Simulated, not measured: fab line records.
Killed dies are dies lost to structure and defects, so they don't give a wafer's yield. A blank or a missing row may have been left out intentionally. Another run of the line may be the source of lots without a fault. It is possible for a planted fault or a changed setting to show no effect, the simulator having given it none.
fab line records | flow n5Finfet
record: lots: 7 wafers: 18 lastDay: 21
route steps=1938 shown BEOL_M4@1055 PASSIVATION@1936
lots that met no fault: from a run of the same line without faults
startH: the number of hours between the record's first day and the start of the first shown wafer of the lot | waitH: how many hours have passed since the lot's step before this one | " identical to the entry in the row above | L1.1+2: several wafers, shown together as one row | - no value, or no start given | * or withheld: withheld | < > ~ a bound
route shown NAME@n: a module of which the file shows steps, and the number in the route of the first | usual: average and standard deviation across the fault-free wafers | same: alike in all rows | chamber/n: place in a boat | sites: readings site by site | _std_site: how widely they spread, as a standard deviation | _edge_site: mean of outer sites minus mean of inner sites | radiusMm: how far each site lies from the wafer's centre | mask NAME#n: copy n | behind: the tool/chamber that last shaped the wafer | hold: cause of the lot's hold/its duration in hours/its outcome | device: which transistor (n, p or np) failed to switch | end of line: the route-end tests of the same wafers | a step without rows: its recipe alone | killed: at the first sort, the dies lost to defects and structure; wafer yield is something else | map: a wafer's dies, marking killed ones x, the rest . and places with no die _
set.NAME: the setting the step ran with; set.NAME@STEP: the setting that earlier step ran with | model.NAME: the simulator's own value behind a step, which no gauge read
a table for each step, a row for each wafer; lots at some steps of the route
services: the hour from which a tool's chamber was out of use, counted from the record's first day as startH (under 0 if before that day), plus the number of hours and why
== steps ==
step: N5_BEOL_M4_DEVELOP_27
recipe: developTimeS: 30 developer: TMAH resist: CAR-EUV rinseLiquid: surfactantRinse dry: airSpin devTempC: 23
step: N5_BEOL_M4_CD_MEAS_28
recipe: targetCdNm: 26.2 landingEnergyEv: 500 detector: seInlens targetCdYNm: 24.1 polarity: opening
usual: cdNm: 26.30/0.27
columns lot.wafer tool chamber startH waitH cdNm
L972.1 cdSem-02 0 223.98 - 26.02
L972.2 " 0 " " 26.29
L972.6 " 0 " " 26.01
L986.3 cdSem-02 0 300.70 - 26.12
L986.4 " 0 " " 26.53
L985.3 cdSem-02 0 300.89 - 26.17
L985.4 " 0 " " 26.66
L985.5 " 0 " " 26.13
L987.3 cdSem-01 0 301.89 - 27.00
L987.4 " 0 " " 26.34
L987.6 " 0 " " 26.46
L990.1 cdSem-03 0 316.53 - 26.24
L990.2 " 0 " " 25.75
L991.2 cdSem-03 0 317.65 - 26.41
L991.4 " 0 " " 26.77
L995.1 cdSem-02 0 355.14 - 26.19
L995.4 " 0 " " 26.40
L995.5 " 0 " " 26.06
step: N5_BEOL_M4_OVL_MEAS_29
recipe: pointsPerWafer: 522
usual: V3_OVL: -0.3/0.65
columns lot.wafer tool chamber startH waitH V3_OVL[nm]
L972.1 overlay-01 0 224.01 0.0 -1.2
L972.2 " 0 " " -0.3
L972.6 " 0 " " -0.2
L986.3 overlay-02 0 300.74 0.0 1.3
L986.4 " 0 " " 0.7
L985.3 overlay-01 0 300.93 0.0 0.0
L985.4 " 0 " " 0.2
L985.5 " 0 " " 0.1
L987.3 overlay-01 0 301.93 0.0 -0.6
L987.4 " 0 " " -0.8
L987.6 " 0 " " -1.5
L990.1 overlay-02 0 316.57 0.0 0.2
L990.2 " 0 " " -0.1
L991.2 overlay-02 0 317.68 0.0 -1.7
L991.4 " 0 " " -1.0
L995.1 overlay-01 0 355.17 0.0 -0.8
L995.4 " 0 " " -0.5
L995.5 " 0 " " -1.4
step: N5_BEOL_M4_INSPECT_30
recipe: mode: adi inspectInstrument: brightfield
usual: rawDefectCount: 414/100
columns lot.wafer tool chamber startH waitH rawDefectCount
L972.1 defectInspect-02 - 224.07 0.1 429
L972.2 " - " " 363
L972.6 " - " " 358
L986.3 defectInspect-01 - 300.79 0.0 586
L986.4 " - " " 460
L985.3 defectInspect-01 - 300.97 0.0 802
L985.4 " - " " 510
L985.5 " - " " 606
L987.3 defectInspect-02 - 301.98 0.0 474
L987.4 " - " " 478
L987.6 " - " " 422
L990.1 defectInspect-01 - 316.62 0.1 369
L990.2 " - " " 468
L991.2 defectInspect-01 - 317.73 0.0 533
L991.4 " - " " 516
L995.1 defectInspect-01 - 355.23 0.1 522
L995.4 " - " " 321
L995.5 " - " " 317
step: N5_BEOL_M4_DESCUM_33
recipe: chemistry: O2 timeS: 7 sourcePowerW: 50 biasPowerW: 20 pressureMtorr: 20 rfFrequencyHz: 2.712e+07 tempC: 40 resist: CAR-EUV o2FlowSccm: 225
step: N5_BEOL_M4_ETCH_77
recipe: chemistry: N2/H2 target: underlayer targetDepthA: 65 maskMaterial: CAR-EUV timeS: 5.2 ionEnergyEv: 200 pressureMtorr: 30 sourceW: 840 biasW: 150 n2FlowSccm: 200 h2FlowSccm: 200 ends: cleared
usual: drypumpMotorCurrentA: 6.0/0.39 etchRfOnTimeS: 5.17/0.15 oesProductAu: 0.68/0.055 rfVppV: 526.0/2.5 showerheadPlenumPTorr: 2.62/0.077 throttleValvePct: 17.79/0.26
columns lot.wafer tool chamber startH waitH drypumpMotorCurrentA etchRfOnTimeS oesProductAu rfHoursCounterH rfVppV showerheadPlenumPTorr throttleValvePct
L972.1 rieDiel-01 3 224.55 0.0 6.4 5.43 0.60 188 523.9 2.53 17.63
L972.2 " 2 " " 5.5 5.14 0.63 196 523.6 2.53 17.77
L972.6 " 0 " " 6.2 5.35 0.67 - 528.8 2.71 18.06
L986.3 rieDiel-01 2 301.92 0.0 5.5 5.15 0.60 228 525.2 2.52 17.86
L986.4 " 3 " " 6.4 5.47 0.59 218 522.1 2.51 17.71
L985.3 rieDiel-05 2 301.95 0.0 5.8 5.42 0.68 93 522.6 2.57 17.81
L985.4 " 3 " " 6.7 5.08 0.70 69 529.2 2.67 17.53
L985.5 " 0 " " 5.7 5.14 0.67 - 527.9 2.65 17.40
L987.3 rieDiel-05 3 302.71 0.0 6.7 5.04 0.71 70 529.7 2.67 17.53
L987.4 " 1 " " 6.2 4.98 0.74 64 530.0 2.70 18.16
L987.6 " 1 " " 6.2 5.00 0.74 - 528.1 2.70 18.18
L990.1 rieDiel-01 1 316.69 0.0 6.0 5.27 0.75 23 524.2 2.48 17.83
L990.2 " 3 " " 6.4 5.47 0.58 226 521.8 2.51 17.72
L991.2 rieDiel-05 3 317.80 0.0 6.7 5.06 0.70 78 529.3 2.66 17.54
L991.4 " 1 " " 6.2 5.09 0.71 72 527.8 2.70 18.17
L995.1 rieDiel-05 1 355.44 0.0 6.2 5.11 0.70 87 529.0 2.69 18.22
L995.4 " 0 " " 5.7 5.09 0.65 125 528.1 2.64 17.41
L995.5 " 2 " " 5.8 5.32 0.67 - 524.8 2.56 17.84
step: N5_BEOL_M4_ETCH_69
recipe: chemistry: CF4 target: SiARC targetDepthA: 156 maskMaterial: CAR-EUV timeS: 26 ionEnergyEv: 80 pressureMtorr: 40 sourceW: 545 biasW: 36 Ar_flow_sccm: 100 cf4FlowSccm: 100 ends: cleared
usual: drypumpMotorCurrentA: 6.0/0.39 etchRfOnTimeS: 26.0/0.67 oesProductAu: 0.68/0.055 rfVppV: 184.7/1 showerheadPlenumPTorr: 2.20/0.06 throttleValvePct: 15.51/0.12
columns lot.wafer tool chamber startH waitH drypumpMotorCurrentA etchRfOnTimeS oesProductAu rfHoursCounterH rfVppV showerheadPlenumPTorr throttleValvePct
L972.1 rieDiel-01 3 224.56 0.0 6.4 27.1 0.61 188 185.5 2.12 15.43
L972.2 " 2 " " 5.5 25.7 0.62 196 183.4 2.12 15.55
L972.6 " 0 " " 6.2 26.1 0.68 - 184.4 2.25 15.52
L986.3 rieDiel-01 2 301.93 0.0 5.5 25.9 0.60 228 182.2 2.11 15.62
L986.4 " 3 " " 6.4 27.1 0.58 218 182.7 2.11 15.49
L985.3 rieDiel-05 2 301.97 0.0 5.8 26.7 0.69 93 183.3 2.16 15.50
L985.4 " 3 " " 6.7 25.1 0.71 69 185.7 2.25 15.37
L985.5 " 0 " " 5.7 25.5 0.67 - 185.4 2.24 15.32
L987.3 rieDiel-05 3 302.73 0.0 6.7 25.6 0.70 70 185.8 2.25 15.38
L987.4 " 1 " " 6.1 25.8 0.71 64 184.0 2.26 15.68
L987.6 " 1 " " 6.2 25.8 0.72 - 185.5 2.26 15.67
L990.1 rieDiel-01 1 316.71 0.0 5.9 25.9 0.77 23 183.1 2.11 15.52
L990.2 " 3 " " 6.4 27.5 0.58 226 184.9 2.11 15.51
L991.2 rieDiel-05 3 317.82 0.0 6.7 25.4 0.69 78 184.2 2.24 15.41
L991.4 " 1 " " 6.2 25.6 0.72 72 186.5 2.26 15.71
L995.1 rieDiel-05 1 355.45 0.0 6.2 26.1 0.69 87 185.3 2.25 15.71
L995.4 " 0 " " 5.7 25.5 0.65 125 183.8 2.23 15.37
L995.5 " 2 " " 5.8 26.7 0.67 - 184.1 2.15 15.55
step: N5_BEOL_M4_ALD_98
recipe: material: SiO2 targetThkA: 25 tempC: 100 aldPrecursorFamily: BDEAS aldCoReactant: O2-plasma pulseTimeS: 1 coReactantPulseTimeS: 1 purgeTimeS: 2 coReactantPurgeTimeS: 2 aldCycles: 17 pressureTorr: 2
usual: heaterPowerW: 80/9.3 precursorPulseHeightRel: 1.001/0.02
columns lot.wafer tool chamber startH waitH heaterPowerW precursorPulseHeightRel
L972.1 aldSin-02 3 224.65 0.1 68 1.052
L972.2 " 0 " " 83 0.998
L972.6 " 3 " " 66 0.952
L986.3 aldSin-01 0 302.21 0.3 88 1.013
L986.4 " 1 " " 69 1.011
L985.3 aldSin-01 0 302.31 0.3 88 0.996
L985.4 " 2 " " 101 0.993
L985.5 " 1 " " 69 0.999
L987.3 aldSin-03 1 304.11 1.4 77 1.032
L987.4 " 2 " " 76 1.014
L987.6 " 3 " " 85 1.008
L990.1 aldSin-01 1 316.79 0.1 69 1.027
L990.2 " 0 " " 87 0.990
L991.2 aldSin-01 2 319.13 1.3 103 1.013
L991.4 " 1 " " 68 1.017
L995.1 aldSin-03 3 355.54 0.1 84 1.008
L995.4 " 0 " " 72 1.004
L995.5 " 2 " " 76 1.005
step: N5_BEOL_M4_ETCHBACK_99
recipe: chemistry: CHF3 target: SiO2 targetDepthA: 50 timeS: 10.4 sourceW: 215 biasW: 47 Ar_flow_sccm: 200 CHF3_flow_sccm: 12 ionEnergyEv: 100 pressureMtorr: 30
usual: drypumpMotorCurrentA: 6.0/0.41 oesProductAu: 0.79/0.08 rfVppV: 242/6.3 showerheadPlenumPTorr: 2.18/0.076 throttleValvePct: 16.97/0.15
same: timeS: 10.4
columns lot.wafer tool chamber startH waitH drypumpMotorCurrentA oesProductAu rfHoursCounterH rfVppV showerheadPlenumPTorr throttleValvePct
L972.1 rieDiel-01 2 265.34 40.6 5.6 0.71 213 245 2.13 17.02
L972.2 " 1 " " 5.9 0.95 9 245 2.09 16.85
L972.6 " 3 " " 6.5 0.70 - 246 2.12 16.84
L987.3 rieDiel-01 2 339.10 34.9 5.6 0.69 244 245 2.12 17.06
L987.4 " 1 " " 5.9 0.90 30 244 2.08 16.89
L987.6 " 0 " " 6.2 0.76 - 237 2.27 17.21
L986.3 rieDiel-01 2 343.50 41.2 5.6 0.68 246 246 2.12 17.07
L986.4 " 1 " " 6.0 0.88 33 242 2.08 16.88
L985.3 rieDiel-04 1 348.27 45.9 6.3 0.86 68 233 2.20 17.19
L985.4 " 2 " " 5.7 0.74 - 252 2.14 16.98
L985.5 " 1 " " 6.3 0.84 - 232 2.20 17.19
L990.1 rieDiel-01 0 353.33 36.5 6.2 0.76 147 238 2.27 17.22
L990.2 " 3 " " 6.4 0.68 239 245 2.11 16.93
L991.2 rieDiel-01 1 372.63 53.4 5.9 0.86 45 244 2.08 16.89
L991.4 " 1 " " 5.9 0.86 - 245 2.08 16.90
L995.1 rieDiel-04 2 397.30 41.7 5.7 0.72 176 255 2.14 17.01
L995.4 " 1 " " 6.3 0.83 84 233 2.19 17.21
L995.5 " 1 " " 6.3 0.83 - 233 2.19 17.22
step: N5_BEOL_M4_ETCH_70
recipe: chemistry: N2/H2 target: SOC targetDepthA: 800 overetchA: 240 maskMaterial: SiARC tempC: 40 timeS: 130 ionEnergyEv: 200 pressureMtorr: 30 sourceW: 840 biasW: 150 n2FlowSccm: 200 h2FlowSccm: 200
usual: drypumpMotorCurrentA: 6.0/0.41 oesProductAu: 0.58/0.053 rfVppV: 524.6/2.2 showerheadPlenumPTorr: 2.58/0.08 throttleValvePct: 17.78/0.22
same: timeS: 130
columns lot.wafer tool chamber startH waitH drypumpMotorCurrentA oesProductAu rfHoursCounterH rfVppV showerheadPlenumPTorr throttleValvePct
L972.1 rieDiel-01 2 265.38 0.0 5.5 0.52 213 523.9 2.53 17.76
L972.2 " 1 " " 5.9 0.68 9 522.3 2.48 17.75
L972.6 " 3 " " 6.4 0.53 - 522.7 2.52 17.63
L987.3 rieDiel-01 2 339.13 0.0 5.5 0.51 244 521.3 2.51 17.80
L987.4 " 1 " " 6.0 0.65 30 521.0 2.48 17.77
L987.6 " 0 " " 6.2 0.56 - 527.1 2.69 18.09
L986.3 rieDiel-01 2 343.53 0.0 5.5 0.51 246 522.7 2.51 17.83
L986.4 " 1 " " 6.0 0.64 33 521.8 2.47 17.79
L985.3 rieDiel-04 1 348.31 0.0 6.3 0.63 68 524.9 2.60 18.09
L985.4 " 2 " " 5.7 0.54 - 523.6 2.52 17.71
L985.5 " 1 " " 6.3 0.63 - 524.6 2.60 18.08
L990.1 rieDiel-01 0 353.37 0.0 6.2 0.56 147 527.6 2.68 18.10
L990.2 " 3 " " 6.4 0.52 239 522.3 2.50 17.69
L991.2 rieDiel-01 1 372.66 0.0 5.9 0.63 45 521.6 2.47 17.81
L991.4 " 1 " " 5.9 0.63 - 521.3 2.47 17.81
L995.1 rieDiel-04 2 397.34 0.0 5.7 0.53 176 522.5 2.52 17.73
L995.4 " 1 " " 6.3 0.61 84 525.9 2.59 18.11
L995.5 " 1 " " 6.3 0.61 - 525.6 2.59 18.09
step: N5_BEOL_M4_STRIP_71
recipe: chemistry: N2/H2 tempC: 40 n2FlowSccm: 200 h2FlowSccm: 200 rfFrequencyHz: 6e+07
step: N5_BEOL_M4_STRIP_78
recipe: chemistry: N2/H2 tempC: 40 n2FlowSccm: 200 h2FlowSccm: 200 rfFrequencyHz: 6e+07
step: N5_BEOL_M4_VIA_ETCH_34
recipe: chemistry: C4F6/O2 targetDepthA: 694 maskMaterial: SOC pressureMtorr: 15 ionEnergyEv: 250 taperDeg: 4 timeS: 65.9 sourceW: 350 biasW: 170 Ar_flow_sccm: 300 C4F6_flow_sccm: 10 O2_flow_sccm: 10
usual: C4F6_flow_sccm: 9.997/0.03 drypumpMotorCurrentA: 6.0/0.39 oesProductAu: 0.79/0.081 rfVppV: 669/16 showerheadPlenumPTorr: 2.87/0.096 throttleValvePct: 30.6/0.35
same: timeS: 65.9
columns lot.wafer tool chamber startH waitH C4F6_flow_sccm drypumpMotorCurrentA oesProductAu rfHoursCounterH rfVppV showerheadPlenumPTorr throttleValvePct model.etch.depthNm model.SOC_of_BEOL_M4_COAT_67.thkNm
L972.1 rieDiel-01 2 265.49 0.0 9.969 5.6 0.72 213 680 2.82 30.4 69.22 51.8
L972.2 " 1 " " 9.984 6.0 0.94 9 674 2.77 30.8 71.08 51.4
L972.6 " 3 " " 9.985 6.4 0.71 - 675 2.80 30.1 67.5 51.8
L987.3 rieDiel-01 2 339.24 0.0 10.000 5.6 0.69 244 679 2.80 30.4 69.99 52
L987.4 " 1 " " 9.967 6.0 0.89 30 672 2.76 30.8 71.08 51.6
L987.6 " 0 " " 9.985 6.2 0.76 - 657 3.00 31.1 68.67 52
L986.3 rieDiel-01 2 343.64 0.0 9.924 5.6 0.68 246 679 2.80 30.4 68.62 52.2
L986.4 " 1 " " 9.996 5.9 1.21 33 672 2.76 30.9 112.1 46.8
L985.3 rieDiel-04 1 348.41 0.0 9.969 6.3 0.84 68 645 2.90 31.0 68.83 51.6
L985.4 " 2 " " 9.955 5.7 0.74 - 702 2.83 30.8 69.51 51.8
L985.5 " 1 " " 10.002 6.3 0.86 - 646 2.90 31.0 69.18 51.6
L990.1 rieDiel-01 0 353.47 0.0 10.008 6.2 0.76 147 656 2.99 31.1 69.29 52.2
L990.2 " 3 " " 9.978 6.4 0.93 240 676 2.79 30.2 106.7 47.4
L991.2 rieDiel-01 1 372.77 0.0 9.972 5.9 1.18 46 674 2.75 30.9 112.6 47.2
L991.4 " 1 " " 9.994 5.9 1.19 - 672 2.75 30.9 112.8 47.2
L995.1 rieDiel-04 2 397.44 0.0 9.959 5.7 0.73 176 701 2.82 30.9 70.06 52.2
L995.4 " 1 " " 10.014 6.3 0.83 84 645 2.89 31.0 68.14 51.8
L995.5 " 1 " " 9.989 6.3 0.83 - 645 2.89 31.0 67.96 52
step: N5_BEOL_M4_STRIP_83
recipe: chemistry: C4F6/O2 resist: SiARC rfFrequencyHz: 6e+07
step: N5_BEOL_M4_RC_MEAS_101
usual: DIBL_N: 37.7/2 DIBL_P: 37.7/2.3 IOFF_N: 0.18/0.039 IOFF_P: 0.23/0.042 ION_N: 681/12 ION_P: 463/8 SS_N: 71.9/0.68 SS_P: 73.6/0.71 VT_N: 248/3.2 VT_P: -249/3.1
columns lot.wafer tool chamber startH waitH DIBL_N[mV/V] DIBL_P[mV/V] IOFF_N[nA/um] IOFF_P[nA/um] ION_N[uA/um] ION_P[uA/um] SS_N[mV/dec] SS_P[mV/dec] VT_N[mV] VT_P[mV]
L972.1 prober-01 0 270.98 0.0 40.1 41.4 0.26 0.37 700 488 72.4 74.8 242 -240
L972.2 " 0 " " 40.0 41.2 0.26 0.35 701 481 72.5 74.1 243 -240
L972.6 " 0 " " 37.4 38.0 0.18 0.27 677 467 71.3 73.6 247 -244
L987.3 prober-01 0 345.19 0.3 37.6 36.5 0.16 0.22 693 475 71.9 73.1 250 -250
L987.4 " 0 " " 35.9 34.4 0.13 0.18 675 466 71.2 72.1 249 -254
L987.6 " 0 " " 38.6 37.3 0.16 0.22 673 465 72.0 74.1 249 -251
L986.3 prober-01 0 350.04 0.3 36.2 35.6 0.15 0.21 686 467 71.1 73.5 248 -249
L986.4 " 0 " " 36.9 37.4 0.15 0.23 677 470 71.7 74.0 251 -250
L985.3 prober-01 0 353.74 0.3 38.3 39.9 0.20 0.27 686 470 71.7 74.0 247 -245
L985.4 " 0 " " 36.3 36.5 0.15 0.20 675 457 71.1 73.2 255 -250
L985.5 " 0 " " 39.0 39.5 0.20 0.25 683 468 71.8 74.2 247 -251
L990.1 prober-01 0 360.05 0.0 40.2 38.8 0.22 0.27 684 466 72.6 73.9 245 -247
L990.2 " 0 " " 35.7 34.9 0.13 0.18 664 460 70.7 73.0 250 -253
L991.2 prober-01 0 378.01 0.2 40.0 39.9 0.21 0.24 675 461 72.4 74.3 249 -251
L991.4 " 0 " " 36.4 36.9 0.15 0.21 679 468 70.9 73.4 252 -251
L995.1 prober-02 0 402.27 0.0 38.4 37.0 0.23 0.25 706 471 72.1 73.2 241 -246
L995.4 " 0 " " 37.0 34.9 0.16 0.21 663 455 71.9 72.4 251 -247
L995.5 " 0 " " 38.9 39.3 0.24 0.29 705 475 72.5 75.0 241 -245
step: N5_PASSIVATION_PROBE_49
usual: defectLimitedYield: 91.1/1.4 killed_at_M0_to_M3: 34/9.6 killed_at_M4_up: 15/5.3 killedAtContacts: 12/6.1 killedAtFrontEnd: 40/11 killedAtOther: 3.5/2.8 killedDies: 105/17 killedOpen: 70/12 killedShort: 34/7.7 sort_bin_4_leakage: 0.01/0.07 sort_bin_5_function: 5.2/0.97 sort_bin_6_memory: 3.4/0.62 sortNPass: 1075/17 sortYieldPct: 91.1/1.4
same: grossDies: 1180 killedAtBackSide: 0 sort_bin_8_speed[%]: 0
columns lot.wafer tool chamber startH waitH defectLimitedYield[%] killed_at_M0_to_M3 killed_at_M4_up killedAtContacts killedAtFrontEnd killedAtOther killedDies killedOpen killedShort sort_bin_4_leakage[%] sort_bin_5_function[%] sort_bin_6_memory[%] sortNPass sortYieldPct[%]
L985.4 prober-01 - 454.62 0.4 91.4 44 5 10 40 3 102 62 40 0 4.7 3.7 1078 91.4
L986.3 prober-02 - 462.24 0.1 90.0 37 21 9 50 1 118 89 28 0 6.5 3.3 1062 90.0
L986.4 prober-02 - 462.29 0.2 90.0 42 20 8 40 8 118 72 46 0 6.4 3.4 1062 90.0
killed by level:class
L985.4 FIN_SAQP:geometricParticle:short=12 FIN_SAQP:geometricParticle:open=9 BEOL_M2:geometricParticle:open=8 BEOL_M0:geometricParticle:open=7 BEOL_M3:geometricParticle:open=7 MOL_CONTACT_COAG:geometricParticle:open=6 STI_FIN_REVEAL:geometricParticle:open=4 MOL_CONTACT_COAG:geometricParticle:short=4
L986.3 STI_FIN_REVEAL:geometricParticle:open=28 BEOL_M0_SAQP:geometricParticle:open=9 BEOL_M3:geometricParticle:open=9 MOL_CONTACT_COAG:geometricParticle:open=8 BEOL_M1:geometricParticle:open=7 BEOL_M0_SAQP:geometricParticle:short=6 BEOL_M7:geometricParticle:short=5 FIN_SAQP:geometricParticle:short=4
L986.4 STI_FIN_REVEAL:geometricParticle:open=19 BEOL_M3:geometricParticle:open=13 BEOL_M4:geometricParticle:open=12 BEOL_M2:geometricParticle:short=9 MOL_CONTACT_COAG:geometricParticle:open=7 FIN_SAQP:geometricParticle:short=6 BEOL_M1:geometricParticle:short=6 GATE_CUT:geometricParticle:short=5
== services ==
columns tool chamber startH hours kind
rieDiel-04 1 200.64 69.6 repair
rieDiel-04 3 203.83 8.1 repair
rieDiel-01 - 214.57 2.8 pm
rieDiel-01 1 219.36 - clean
rieDiel-01 1 219.36 - consumableReplace:focusRing
rieDiel-01 1 219.36 21.5 scheduledDown
rieDiel-01 1 219.36 21.5 ventCycle
aldSin-02 - 241.88 6.1 pm
rieDiel-05 0 250.34 11.5 repair
rieDiel-05 0 265.71 1.2 repair
aldSin-02 3 270.16 6.5 repair
rieDiel-01 1 271.01 14.9 repair
aldSin-03 3 283.07 3.2 repair
rieDiel-04 - 287.48 28.1 pm
aldSin-01 2 289.05 6.1 repair
aldSin-02 - 295.08 0.6 repair
rieDiel-01 1 310.36 2.1 repair
aldSin-02 - 322.81 14.6 pm
rieDiel-04 2 339.41 7.8 repair
aldSin-01 - 340.47 2.8 pm
rieDiel-01 2 354.43 - clean
rieDiel-01 2 354.43 - consumableReplace:focusRing
rieDiel-05 0 359.21 8.0 repair
aldSin-01 - 373.77 14.0 pm
== key ==
firstSign: step: N5_BEOL_M4_VIA_ETCH_34 reading: oesProductAu direction: up sigmas: 4.2 usual: 0.79 struck: 1.13
effect none on later readings
modelEffect: step: N5_BEOL_M4_VIA_ETCH_34 value: etch.depthNm without: 69.21 struck: 111.1
metAt N5_BEOL_M4_VIA_ETCH_34
struckWafers L986.4,L990.2,L991.2,L991.4
baselineLoss: step: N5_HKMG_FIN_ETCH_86 wafers: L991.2
onsetBetween 339.24 343.64
fault: kind: processParameterDrift tool: rieDiel-01 chamber: - onsetH: 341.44 steps: N5_BEOL_M4_VIA_ETCH_34 channel: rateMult offset: 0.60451 shape: step endH: 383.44 scope: struckWafersOnly
baselineLoss: these wafers lose ten dies or more at that step, a loss of the line's own and not of a fault; the sort's usual values leave them out
